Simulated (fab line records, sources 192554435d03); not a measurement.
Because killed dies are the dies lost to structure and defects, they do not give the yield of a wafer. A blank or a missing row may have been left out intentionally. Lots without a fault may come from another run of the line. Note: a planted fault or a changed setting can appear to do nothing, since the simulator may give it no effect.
Split-lot experiment / flow n5 finfet / on a route of 1938 steps: 7 lots, 21 wafers read

## ABOUT THE SPLIT
At N5_PMOS_HMC_CHANNEL_EPI_HM_DEP_34 (deposits SiO2 from TEOS/O2, target thk 36 nm, time 6.9 s), the setting time s was moved away from the recipe's 6.9 s on 6 of the 21 wafers read, by -11.3% to +10.4%. This setting was run at the recipe's value on the other wafers.

The reading is taken at the split's own step.

## THE READING
SiO2_of_PMOS_HMC_CHANNEL_EPI_HM_DEP_34.thk nm (the simulator's own value, which no gauge read), in nm, at N5_PMOS_HMC_CHANNEL_EPI_HM_DEP_34 (deposits SiO2 from TEOS/O2, target thk 36 nm, time 6.9 s). There is no usual value for it anywhere in the file. The 15 wafers here that ran the recipe average 35.76 nm, standard deviation 0.48 nm.

wafer=L074.3; tool, chamber at the split=pecvd-04, 2; time s as run, s=6.41; against the recipe=-7.1%; SiO2_of_PMOS_HMC_CHANNEL_EPI_HM_DEP_34.thk nm, nm=33.48; against lot-mates on the recipe=-2.89
wafer=L074.4; tool, chamber at the split=pecvd-04, 0; time s as run, s=6.41; against the recipe=-7.1%; SiO2_of_PMOS_HMC_CHANNEL_EPI_HM_DEP_34.thk nm, nm=33.11; against lot-mates on the recipe=-3.26
wafer=L074.6; tool, chamber at the split=pecvd-04, 2; time s as run, s=6.9; against the recipe=recipe; SiO2_of_PMOS_HMC_CHANNEL_EPI_HM_DEP_34.thk nm, nm=36.37; against lot-mates on the recipe=-
wafer=L077.1; tool, chamber at the split=pecvd-04, 0; time s as run, s=6.9; against the recipe=recipe; SiO2_of_PMOS_HMC_CHANNEL_EPI_HM_DEP_34.thk nm, nm=34.79; against lot-mates on the recipe=-
wafer=L077.2; tool, chamber at the split=pecvd-04, 1; time s as run, s=7.615; against the recipe=+10.4%; SiO2_of_PMOS_HMC_CHANNEL_EPI_HM_DEP_34.thk nm, nm=38.88; against lot-mates on the recipe=+3.57
wafer=L077.5; tool, chamber at the split=pecvd-04, 0; time s as run, s=6.9; against the recipe=recipe; SiO2_of_PMOS_HMC_CHANNEL_EPI_HM_DEP_34.thk nm, nm=35.83; against lot-mates on the recipe=-
wafer=L078.3; tool, chamber at the split=pecvd-04, 0; time s as run, s=6.9; against the recipe=recipe; SiO2_of_PMOS_HMC_CHANNEL_EPI_HM_DEP_34.thk nm, nm=35.46; against lot-mates on the recipe=-
wafer=L078.5; tool, chamber at the split=pecvd-04, 1; time s as run, s=7.457; against the recipe=+8.1%; SiO2_of_PMOS_HMC_CHANNEL_EPI_HM_DEP_34.thk nm, nm=38.56; against lot-mates on the recipe=+3.02
wafer=L078.6; tool, chamber at the split=pecvd-04, 0; time s as run, s=6.9; against the recipe=recipe; SiO2_of_PMOS_HMC_CHANNEL_EPI_HM_DEP_34.thk nm, nm=35.63; against lot-mates on the recipe=-
wafer=L081.1; tool, chamber at the split=pecvd-01, 1; time s as run, s=6.9; against the recipe=recipe; SiO2_of_PMOS_HMC_CHANNEL_EPI_HM_DEP_34.thk nm, nm=35.34; against lot-mates on the recipe=-
wafer=L081.2; tool, chamber at the split=pecvd-01, 2; time s as run, s=6.9; against the recipe=recipe; SiO2_of_PMOS_HMC_CHANNEL_EPI_HM_DEP_34.thk nm, nm=35.53; against lot-mates on the recipe=-
wafer=L081.4; tool, chamber at the split=pecvd-01, 0; time s as run, s=6.9; against the recipe=recipe; SiO2_of_PMOS_HMC_CHANNEL_EPI_HM_DEP_34.thk nm, nm=36.2; against lot-mates on the recipe=-
wafer=L082.4; tool, chamber at the split=pecvd-01, 2; time s as run, s=6.9; against the recipe=recipe; SiO2_of_PMOS_HMC_CHANNEL_EPI_HM_DEP_34.thk nm, nm=36.24; against lot-mates on the recipe=-
wafer=L082.5; tool, chamber at the split=pecvd-01, 1; time s as run, s=6.9; against the recipe=recipe; SiO2_of_PMOS_HMC_CHANNEL_EPI_HM_DEP_34.thk nm, nm=35.48; against lot-mates on the recipe=-
wafer=L082.6; tool, chamber at the split=pecvd-01, 0; time s as run, s=6.9; against the recipe=recipe; SiO2_of_PMOS_HMC_CHANNEL_EPI_HM_DEP_34.thk nm, nm=36.5; against lot-mates on the recipe=-
wafer=L084.2; tool, chamber at the split=pecvd-03, 0; time s as run, s=6.119; against the recipe=-11.3%; SiO2_of_PMOS_HMC_CHANNEL_EPI_HM_DEP_34.thk nm, nm=31.99; against lot-mates on the recipe=-4.47
wafer=L084.5; tool, chamber at the split=pecvd-03, 2; time s as run, s=6.9; against the recipe=recipe; SiO2_of_PMOS_HMC_CHANNEL_EPI_HM_DEP_34.thk nm, nm=36.46; against lot-mates on the recipe=-
wafer=L084.6; tool, chamber at the split=pecvd-03, 1; time s as run, s=6.119; against the recipe=-11.3%; SiO2_of_PMOS_HMC_CHANNEL_EPI_HM_DEP_34.thk nm, nm=32.66; against lot-mates on the recipe=-3.80
wafer=L095.1; tool, chamber at the split=pecvd-01, 0; time s as run, s=6.9; against the recipe=recipe; SiO2_of_PMOS_HMC_CHANNEL_EPI_HM_DEP_34.thk nm, nm=35.67; against lot-mates on the recipe=-
wafer=L095.2; tool, chamber at the split=pecvd-01, 1; time s as run, s=6.9; against the recipe=recipe; SiO2_of_PMOS_HMC_CHANNEL_EPI_HM_DEP_34.thk nm, nm=35.37; against lot-mates on the recipe=-
wafer=L095.3; tool, chamber at the split=pecvd-01, 2; time s as run, s=6.9; against the recipe=recipe; SiO2_of_PMOS_HMC_CHANNEL_EPI_HM_DEP_34.thk nm, nm=35.58; against lot-mates on the recipe=-

FIT RESULTS
A straight line over all 21 wafers: SiO2_of_PMOS_HMC_CHANNEL_EPI_HM_DEP_34.thk nm changes by +0.317 nm for each +1% of time s; r = +0.96; the points scatter about the line by 0.45 nm.
The same after taking each lot's own level away (the mean of its wafers on the recipe; 21 wafers): +0.373 nm for each +1%; r = +0.98; scatter 0.35 nm.
The reading moves by 4.2 nm for the largest change in time s, on that fit.
The lots' own levels span 35.310 to 36.460 nm, that is 2.4 times the standard deviation above.
In other words, the slope is changed by the lot-to-lot level; the two fits disagree.
Check: for one of the wafers moved furthest among these (-11.3%), held out of the fit, the line's prediction against its lot-mates is -4.2 nm. It came out at -4.47 nm against them.

## FILE'S OWN FIT
SiO2_of_PMOS_HMC_CHANNEL_EPI_HM_DEP_34.thk nm changes by +0.37 nm for each +1% of time s, r = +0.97.
